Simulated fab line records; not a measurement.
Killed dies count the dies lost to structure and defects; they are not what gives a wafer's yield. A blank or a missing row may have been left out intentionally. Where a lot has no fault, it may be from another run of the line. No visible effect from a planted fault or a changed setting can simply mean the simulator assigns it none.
fab line records | flow nandHarc
[record] lots = 12 | wafers = 36 | lastDay = 33
route steps=1302 shown A_CONTACT@1101 A_BLC@1119 END@1302
lots that met no fault: taken from a fault-free run of the same line
startH: hours from the record's first day to the start of the lot's first wafer shown | waitH: time in hours since the lot's previous step | " as in the row above | L1.1+2: a single row standing in for several wafers | - no value present, or no start provided | * or withheld: withheld | < > ~ a bound
route shown NAME@n: a module of which the file shows steps, and the number in the route of the first | usual: mean/standard deviation taken from wafers without a fault | same: alike in all rows | chamber/n: place in a boat | sites: readings site by site | _std_site: the standard deviation of these | _edge_site: inner sites' mean taken away from outer sites' mean | radiusMm: for every site, how far away it sits from the centre of the wafer | mask NAME#n: copy n | behind: the tool/chamber that last shaped the wafer | hold: cause of the lot's hold/its duration in hours/its outcome | device: transistor that didn't switch, given as n, p or np | end of line: the same wafers' tests at the end of the route | step lacking rows: just its recipe | killed: dies lost to structure and defects at the first sort, not the wafer's yield | map: shows each die of a wafer: x if killed, . if not, _ if none is there
set.NAME: setting as actually run; set.NAME@STEP: the setting as run at that earlier step | model.NAME: the simulator's own value behind a step, which no gauge read
route steps across a sampled set of lots; one table per step, one row per wafer
services: a tool's chamber out of use, with start hour (startH, from the record's first day; less than 0 if before it), hours out, and reason
[[steps]]
[step NHARC_A_CONTACT_ALD_18]
[recipe] targetThkA = 30 | pulseTimeS = 1 | aldCycles = 150 | tempC = 450 | material = TiN
[usual] heaterPowerW = 1047/92 | precursorPulseHeightRel = 1.001/0.02
lot.wafer | tool        | chamber | startH | waitH | heaterPowerW | precursorPulseHeightRel
L851.3    | aldMetal-02 | 3       | 524.26 | -     | 1101         | 1.003
L851.2    | "           | 0       | "      | "     | 1076         | 0.970
L851.6    | "           | 1       | "      | "     | 1107         | 0.995
L854.3    | aldMetal-03 | 0       | 542.41 | -     | 1024         | 0.988
L854.1    | "           | 2       | "      | "     | 1122         | 0.982
L854.5    | "           | 1       | "      | "     | 1116         | 0.979
L853.3    | aldMetal-04 | 3       | 543.39 | -     | 1155         | 0.987
L853.5    | "           | 2       | "      | "     | 988          | 1.000
L853.6    | "           | 3       | "      | "     | 1161         | 0.957
L859.1    | aldMetal-02 | 1       | 594.49 | -     | 1127         | 1.023
L859.4    | "           | 3       | "      | "     | 1111         | 1.003
L859.5    | "           | 1       | "      | "     | 1090         | 0.988
L860.4    | aldMetal-04 | 2       | 614.38 | -     | 1006         | 0.992
L860.5    | "           | 0       | "      | "     | 836          | 0.977
L860.6    | "           | 1       | "      | "     | 930          | 1.001
L866.3    | aldMetal-02 | 1       | 668.51 | -     | 1082         | 1.016
L866.6    | "           | 0       | "      | "     | 1118         | 0.973
L866.5    | "           | 1       | "      | "     | 1093         | 0.992
L867.2    | aldMetal-04 | 2       | 671.54 | -     | 1042         | 0.988
L867.1    | "           | 0       | "      | "     | 883          | 1.008
L867.6    | "           | 1       | "      | "     | 913          | 1.003
L868.2    | aldMetal-02 | 3       | 677.99 | -     | 1063         | 1.026
L868.4    | "           | 1       | "      | "     | 1066         | 1.025
L868.5    | "           | 3       | "      | "     | 1088         | 1.000
L872.1    | aldMetal-04 | 1       | 726.27 | -     | 899          | 1.025
L872.2    | "           | 2       | "      | "     | 1028         | 0.966
L872.3    | "           | 3       | "      | "     | 1125         | 1.019
L871.1    | aldMetal-03 | 0       | 727.44 | -     | 1056         | 1.003
L871.3    | "           | 3       | "      | "     | 1104         | 1.016
L871.6    | "           | 0       | "      | "     | 1029         | 0.993
L873.2    | aldMetal-02 | 3       | 748.46 | -     | 1077         | 1.006
L873.1    | "           | 1       | "      | "     | 1122         | 1.008
L873.6    | "           | 1       | "      | "     | 1107         | 1.004
L874.3    | aldMetal-04 | 3       | 749.08 | -     | 1109         | 0.995
L874.2    | "           | 1       | "      | "     | 888          | 0.978
L874.1    | "           | 2       | "      | "     | 1040         | 0.995
[step NHARC_A_BLC_INSPECT_12]
[usual] rawDefectCount = 91/33
lot.wafer | tool             | chamber | startH | waitH | rawDefectCount
L851.2    | defectInspect-02 | -       | 526.42 | 0.0   | 97
L851.3    | "                | -       | "      | "     | 105
L851.6    | "                | -       | "      | "     | 105
L854.1    | defectInspect-01 | -       | 544.45 | 0.0   | 50
L854.3    | "                | -       | "      | "     | 72
L854.5    | "                | -       | "      | "     | 59
L853.3    | defectInspect-02 | -       | 545.51 | 0.0   | 71
L853.5    | "                | -       | "      | "     | 74
L853.6    | "                | -       | "      | "     | 79
L859.1    | defectInspect-02 | -       | 596.61 | 0.0   | 87
L859.4    | "                | -       | "      | "     | 82
L859.5    | "                | -       | "      | "     | 87
L860.4    | defectInspect-02 | -       | 616.46 | 0.0   | 129
L860.5    | "                | -       | "      | "     | 146
L860.6    | "                | -       | "      | "     | 117
L866.3    | defectInspect-01 | -       | 670.62 | 0.0   | 23
L866.5    | "                | -       | "      | "     | 38
L866.6    | "                | -       | "      | "     | 20
L867.1    | defectInspect-02 | -       | 673.63 | 0.0   | 137
L867.2    | "                | -       | "      | "     | 150
L867.6    | "                | -       | "      | "     | 127
L868.2    | defectInspect-01 | -       | 680.11 | 0.0   | 149
L868.4    | "                | -       | "      | "     | 141
L868.5    | "                | -       | "      | "     | 152
L872.1    | defectInspect-02 | -       | 728.38 | 0.0   | 92
L872.2    | "                | -       | "      | "     | 76
L872.3    | "                | -       | "      | "     | 81
L871.1    | defectInspect-02 | -       | 729.44 | 0.0   | 97
L871.3    | "                | -       | "      | "     | 87
L871.6    | "                | -       | "      | "     | 78
L873.1    | defectInspect-01 | -       | 750.65 | 0.0   | 84
L873.2    | "                | -       | "      | "     | 83
L873.6    | "                | -       | "      | "     | 76
L874.1    | defectInspect-01 | -       | 751.21 | 0.0   | 73
L874.2    | "                | -       | "      | "     | 66
L874.3    | "                | -       | "      | "     | 68
[step NHARC_A_BLC_ETCH_17]
[recipe] targetDepthA = 3900 | overEtchFrac = 0.25 | timeS = 609.38 | ionEnergyEv = 200 | n2FlowSccm = 150 | h2FlowSccm = 150 | arFlowSccm = 0 | rfW = 400 | biasW = 150 | chemistry = N2/H2
[usual] biasW = 150.0/0.43 | chamberPressureMTorr = 30.000/0.027 | drypumpMotorCurrentA = 5.6/0.35 | mfcArSccm = 0.011/0.012 | oesProductAu = 1.000/0.009 | rfVppV = 429.6/2.7 | runLengthS = 630.5/0.45 | showerheadPlenumPTorr = 2.01/0.094 | throttleValvePct = 14.171/0.0091
lot.wafer | tool       | chamber | startH | waitH | biasW | chamberPressureMTorr | drypumpMotorCurrentA | mfcArSccm | oesProductAu | rfHoursCounterH | rfVppV | runLengthS | showerheadPlenumPTorr | throttleValvePct
L851.3    | rieDiel-08 | 3       | 526.68 | -     | 149.7 | 29.959               | 5.7                  | 0.030     | 1.013        | 12              | 426.7  | 629.8      | 1.89                  | 14.180
L851.2    | "          | 2       | "      | "     | 150.0 | 30.046               | 5.3                  | 0.017     | 0.993        | 11              | 431.4  | 630.5      | 2.07                  | 14.187
L851.6    | "          | 3       | "      | "     | 149.7 | 30.013               | 5.7                  | 0.030     | 1.019        | -               | 425.5  | 629.8      | 1.89                  | 14.168
L854.1    | rieDiel-01 | 2       | 544.73 | -     | 149.9 | 29.971               | 5.4                  | 0.013     | 0.997        | 8               | 431.6  | 630.3      | 2.09                  | 14.179
L854.3    | "          | 3       | "      | "     | 149.8 | 30.026               | 5.7                  | 0         | 1.003        | 7               | 432.0  | 630.4      | 2.05                  | 14.174
L854.5    | "          | 1       | "      | "     | 149.8 | 30.007               | 5.2                  | 0         | 0.987        | -               | 428.0  | 631.5      | 1.92                  | 14.164
L853.3    | rieDiel-12 | 0       | 545.97 | -     | 150.3 | 30.009               | 6.2                  | 0         | 1.013        | 33              | 428.5  | 630.3      | 1.95                  | 14.172
L853.5    | "          | 1       | "      | "     | 149.6 | 30.001               | 6.2                  | 0.035     | 1.017        | -               | 431.9  | 630.6      | 2.04                  | 14.171
L853.6    | "          | 2       | "      | "     | 150.3 | 30.016               | 5.6                  | 0         | 1.012        | -               | 431.4  | 630.0      | 2.04                  | 14.189
L859.1    | rieDiel-01 | 0       | 596.89 | -     | -     | 29.955               | 5.9                  | 0         | 0.997        | 1               | 428.1  | 464.3      | 1.94                  | 14.157
L859.4    | "          | 2       | "      | "     | 149.5 | 30.032               | 5.4                  | 0.013     | 1.004        | 3               | 431.8  | 630.6      | 2.09                  | 14.149
L859.5    | "          | 0       | "      | "     | -     | 29.956               | 5.9                  | 0         | 1.005        | -               | 427.4  | 464.3      | 1.94                  | 14.179
L860.4    | rieDiel-01 | 3       | 616.70 | -     | 150.2 | 30.003               | 5.8                  | 0         | 0.990        | 4               | 431.2  | 630.2      | 2.05                  | 14.162
L860.5    | "          | 3       | "      | "     | 150.2 | 30.003               | 5.8                  | 0         | 0.990        | -               | 432.2  | 631.0      | 2.05                  | 14.162
L860.6    | "          | 0       | "      | "     | -     | 30.002               | 5.9                  | 0         | 0.997        | -               | 426.4  | 463.9      | 1.94                  | 14.158
L866.3    | rieDiel-08 | 0       | 670.97 | -     | 151.2 | 30.051               | 5.2                  | 0         | 1.000        | 10              | 432.0  | 630.6      | 2.16                  | 14.169
L866.6    | "          | 2       | "      | "     | 150.2 | 30.023               | 5.4                  | 0.017     | 0.975        | -               | 430.3  | 630.9      | 2.07                  | 14.182
L866.5    | "          | 3       | "      | "     | 149.7 | 29.991               | 5.7                  | 0.030     | 1.003        | -               | 427.4  | 629.6      | 1.89                  | 14.173
L867.1    | rieDiel-08 | 0       | 673.91 | -     | 150.3 | 29.966               | 5.2                  | 0         | 0.987        | 10              | 434.2  | 630.4      | 2.16                  | 14.189
L867.2    | "          | 1       | "      | "     | 149.9 | 29.993               | 6.2                  | 0.026     | 0.998        | 11              | 426.9  | 630.2      | 1.89                  | 14.173
L867.6    | "          | 3       | "      | "     | 149.6 | 29.931               | 5.7                  | 0.030     | 1.003        | -               | 426.4  | 630.0      | 1.89                  | 14.163
L868.2    | rieDiel-01 | 2       | 680.42 | -     | 149.6 | 30.021               | 5.5                  | 0.013     | 0.995        | 8               | 431.2  | 630.5      | 2.08                  | 14.160
L868.4    | "          | 3       | "      | "     | 150.2 | 29.998               | 5.8                  | 0         | 0.995        | 9               | 432.1  | 630.3      | 2.05                  | 14.165
L868.5    | "          | 1       | "      | "     | 150.0 | 30.000               | 5.2                  | 0         | 0.990        | -               | 428.1  | 631.3      | 1.92                  | 14.174
L872.1    | rieDiel-12 | 2       | 728.65 | -     | 151.0 | 29.946               | 5.6                  | 0         | 0.995        | 25              | 429.7  | 630.0      | 2.02                  | 14.167
L872.3    | "          | 0       | "      | "     | 150.7 | 29.996               | 6.2                  | 0         | 1.014        | 27              | 427.4  | 630.5      | 1.93                  | 14.170
L872.2    | "          | 1       | "      | "     | 150.1 | 29.988               | 6.2                  | 0.035     | 1.007        | 24              | 429.7  | 630.4      | 2.02                  | 14.169
L871.1    | rieDiel-01 | 3       | 729.72 | -     | 150.9 | 30.022               | 5.7                  | 0         | 0.997        | 11              | 430.0  | 630.9      | 2.05                  | 14.171
L871.3    | "          | 1       | "      | "     | 150.0 | 30.039               | 5.2                  | 0         | 0.998        | 10              | 427.9  | 631.2      | 1.92                  | 14.166
L871.6    | "          | 2       | "      | "     | 150.1 | 29.968               | 5.5                  | 0.013     | 1.004        | -               | 433.4  | 630.7      | 2.08                  | 14.174
L873.1    | rieDiel-08 | 1       | 750.88 | -     | 149.1 | 29.997               | 6.2                  | 0.026     | 1.009        | 3               | 426.4  | 630.0      | 1.89                  | 14.164
L873.2    | "          | 2       | "      | "     | 150.0 | 30.032               | 5.4                  | 0.017     | 0.997        | 1               | 429.8  | 630.6      | 2.07                  | 14.159
L873.6    | "          | 1       | "      | "     | 149.9 | 29.998               | 6.2                  | 0.026     | 1.015        | -               | 424.5  | 630.2      | 1.89                  | 14.181
L874.3    | rieDiel-01 | 2       | 751.45 | -     | 150.1 | 30.023               | 5.5                  | 0.013     | 0.996        | 1               | 432.1  | 630.4      | 2.08                  | 14.162
L874.1    | "          | 3       | "      | "     | 149.3 | 30.010               | 5.8                  | 0         | 1.007        | 1               | 430.7  | 630.9      | 2.05                  | 14.165
L874.2    | "          | 1       | "      | "     | 149.9 | 29.975               | 5.2                  | 0         | 1.001        | 1               | 426.3  | 631.4      | 1.92                  | 14.177
[step NHARC_A_BLC_PVD_32]
[recipe] targetThkA = 50 | chamberPressurePa = 5 | powerW = 5000 | substrateTempC = 200 | timeS = 17.7 | material = Ti
[usual] throttleValvePct = 29.7/0.88
lot.wafer | tool          | chamber | startH | waitH | throttleValvePct
L851.2    | pvdSputter-02 | -       | -      | -     | 29.5
L851.3    | "             | -       | "      | "     | 29.7
L851.6    | "             | -       | "      | "     | 29.8
L854.3    | pvdSputter-03 | -       | -      | -     | 29.8
L854.1    | "             | -       | "      | "     | 28.2
L854.5    | "             | -       | "      | "     | 30.7
L853.3    | pvdSputter-03 | -       | -      | -     | 29.6
L853.5    | "             | -       | "      | "     | 30.5
L853.6    | "             | -       | "      | "     | 28.1
L859.1    | pvdSputter-03 | -       | -      | -     | 28.2
L859.4    | "             | -       | "      | "     | 30.0
L859.5    | "             | -       | "      | "     | 27.9
L860.4    | pvdSputter-03 | -       | -      | -     | 28.1
L860.6    | "             | -       | "      | "     | 28.5
L860.5    | "             | -       | "      | "     | 30.3
L866.3    | pvdSputter-01 | -       | -      | -     | 29.8
L866.6    | "             | -       | "      | "     | 29.9
L866.5    | "             | -       | "      | "     | 30.8
L867.2    | pvdSputter-02 | -       | -      | -     | 30.2
L867.1    | "             | -       | "      | "     | 29.8
L867.6    | "             | -       | "      | "     | 30.1
L868.2    | pvdSputter-03 | -       | -      | -     | 28.2
L868.4    | "             | -       | "      | "     | 28.6
L868.5    | "             | -       | "      | "     | 28.7
L872.2    | pvdSputter-02 | -       | -      | -     | 30.0
L872.3    | "             | -       | "      | "     | 29.9
L872.1    | "             | -       | "      | "     | 30.2
L871.3    | pvdSputter-03 | -       | -      | -     | 28.6
L871.1    | "             | -       | "      | "     | 29.3
L871.6    | "             | -       | "      | "     | 27.9
L873.1    | pvdSputter-03 | -       | -      | -     | 29.4
L873.2    | "             | -       | "      | "     | 28.5
L873.6    | "             | -       | "      | "     | 28.2
L874.3    | pvdSputter-02 | -       | -      | -     | 29.8
L874.2    | "             | -       | "      | "     | 29.6
L874.1    | "             | -       | "      | "     | 29.9
[step NHARC_END_SORT_01]
[recipe] tempC = 25
[usual] killedAtArray = 65/19 | killedAtOther = 0.9/1.1 | killedAtPeriphery = 3.5/2.3 | killedDies = 69/19 | killedOpen = 3.2/1.8 | killedShort = 2.4/1.5
[same] grossDies = 677
lot.wafer | tool      | chamber | startH | waitH | killedAtArray | killedAtOther | killedAtPeriphery | killedDies | killedOpen | killedShort
L859.1    | prober-01 | 0       | 639.94 | 2.5   | 672           | 0             | 5                 | 677        | 2          | 1
L859.4    | prober-01 | 0       | 642.34 | 3.4   | 57            | 1             | 6                 | 64         | 6          | 1
L859.5    | prober-01 | 0       | 643.14 | 3.7   | 669           | 3             | 5                 | 677        | 2          | 3
L860.4    | prober-02 | 0       | 664.45 | 3.4   | 93            | 0             | 1                 | 94         | 10         | 3
L860.5    | prober-02 | 0       | 665.26 | 3.7   | 101           | 0             | 4                 | 105        | 2          | 1
L860.6    | prober-02 | 0       | 666.06 | 4.0   | 673           | 0             | 4                 | 677        | 3          | 2
// killed by level:class
L859.1 A_BLC:areaEtch=609 A_CHANNEL_HOLE_D1:chamberFilmFlake=33 A_CHANNEL_HOLE_D2:chamberFilmFlake=16 A_CONTACT:chamberFilmFlake=6 A_DECK1_JOINT:chamberFilmFlake=4 P_CONTACT:geometricParticle:open=1 P_M0:geometricParticle:open=1 A_ONON_D1:geometricParticle:short=1
L859.4 A_CHANNEL_HOLE_D1:chamberFilmFlake=30 A_CHANNEL_HOLE_D2:chamberFilmFlake=12 A_SLIT:chamberFilmFlake=5 A_CONTACT:chamberFilmFlake=4 P_GATE:geometricParticle:open=2 P_GATE:chamberFilmFlake=2 P_CONTACT:geometricParticle:open=1 A_SOURCE_PLATE:geometricParticle:open=1
L859.5 A_BLC:areaEtch=603 A_CHANNEL_HOLE_D1:chamberFilmFlake=35 A_CHANNEL_HOLE_D2:chamberFilmFlake=17 A_CONTACT:chamberFilmFlake=7 P_GATE:chamberFilmFlake=2 A_STAIRCASE:chamberFilmFlake=2 THIN_TSV:chamberFilmFlake=2 P_CONTACT:geometricParticle:open=1
L860.4 A_SLIT:chamberFilmFlake=30 A_CHANNEL_HOLE_D1:chamberFilmFlake=28 A_CHANNEL_HOLE_D2:chamberFilmFlake=9 A_STAIRCASE:chamberFilmFlake=4 A_CONTACT:chamberFilmFlake=4 A_CONTACT:geometricParticle:open=3 A_WL_FILL:geometricParticle:short=2 A_WL_FILL:chamberFilmFlake=2
L860.5 A_SLIT:chamberFilmFlake=38 A_CHANNEL_HOLE_D1:chamberFilmFlake=30 A_CHANNEL_HOLE_D2:chamberFilmFlake=19 A_CONTACT:chamberFilmFlake=3 A_BONDPAD:chamberFilmFlake=3 P_M1:chamberFilmFlake=2 A_STAIRCASE:chamberFilmFlake=2 P_CONTACT:geometricParticle:short=1
L860.6 A_BLC:areaEtch=586 A_SLIT:chamberFilmFlake=34 A_CHANNEL_HOLE_D1:chamberFilmFlake=25 A_CHANNEL_HOLE_D2:chamberFilmFlake=15 A_STAIRCASE:chamberFilmFlake=3 A_SGD_CUT:geometricParticle:open=2 P_M1:chamberFilmFlake=2 A_CHANNEL_FILL_D2:chamberFilmFlake=2
[[services]]
tool          | chamber | startH | hours | kind
pvdSputter-03 | -       | 526.33 | 10.0  | pm
rieDiel-12    | -       | 536.03 | 2.2   | repair
rieDiel-08    | -       | 544.90 | 9.0   | pm
aldMetal-03   | -       | 555.93 | 0.9   | repair
rieDiel-01    | -       | 557.80 | 9.0   | pm
aldMetal-03   | -       | 568.00 | 10.0  | pm
rieDiel-01    | 0       | 568.42 | 15.4  | repair
pvdSputter-02 | -       | 589.95 | 0.8   | repair
aldMetal-02   | -       | 610.00 | 10.0  | pm
aldMetal-02   | 1       | 631.29 | 3.1   | repair
pvdSputter-02 | -       | 638.45 | 10.0  | pm
aldMetal-04   | 1       | 639.30 | 4.4   | repair
aldMetal-04   | -       | 652.00 | 10.0  | pm
rieDiel-08    | 2       | 669.46 | 1.4   | repair
aldMetal-02   | 0       | 672.17 | 5.4   | repair
rieDiel-01    | 0       | 678.02 | 2.4   | repair
rieDiel-01    | 1       | 693.36 | 6.1   | repair
pvdSputter-03 | -       | 704.33 | 10.0  | pm
pvdSputter-03 | -       | 716.58 | 1.0   | repair
rieDiel-08    | -       | 721.90 | 9.0   | pm
rieDiel-08    | 3       | 731.26 | 5.7   | repair
rieDiel-08    | 2       | 733.16 | 1.5   | repair
rieDiel-01    | -       | 734.80 | 9.0   | pm
rieDiel-08    | 2       | 738.80 | 5.1   | repair
[[key]]
[firstSign] step = NHARC_A_BLC_ETCH_17 | reading = runLengthS | direction = down | sigmas = 99+ | usual = * | struck = *
[effect] step = NHARC_END_SORT_01 | reading = killedAtArray | direction = up | sigmas = 32 | usual = 65 | struck = 671
[moreKillsBornAt] NHARC_A_BLC_ETCH_17@rieDiel-01 = 1798
metAt NHARC_A_BLC_ETCH_17
struckLots L859,L860
struckWafers L859.1,L859.5,L860.6
laterRowsLeftOut L859.1,L859.5,L860.6
testerLeftOut L859,L860
notActingAt NHARC_A_CONTACT_ALD_18,NHARC_A_BLC_INSPECT_12,NHARC_A_BLC_PVD_32
[fault] kind = processParameterDrift | tool = rieDiel-01 | chamber = 0 | onsetH = 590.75 | steps = NHARC_A_BLC_ETCH_17 | channel = timeS | offset = * | shape = step | endH = 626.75 | actsIn = * | stated = *
// testerLeftOut: of these lots the tester's yield and bins aren't shown, on N5 and GAA mostly nor the transistor test; their killed dies are dies lost to structure and defects alone, not to doping, threshold or leakage, so they don't give the yield
// laterRowsLeftOut: the simulator's readings of these wafers behind a module that went badly wrong aren't trusted and aren't shown, but for the sort
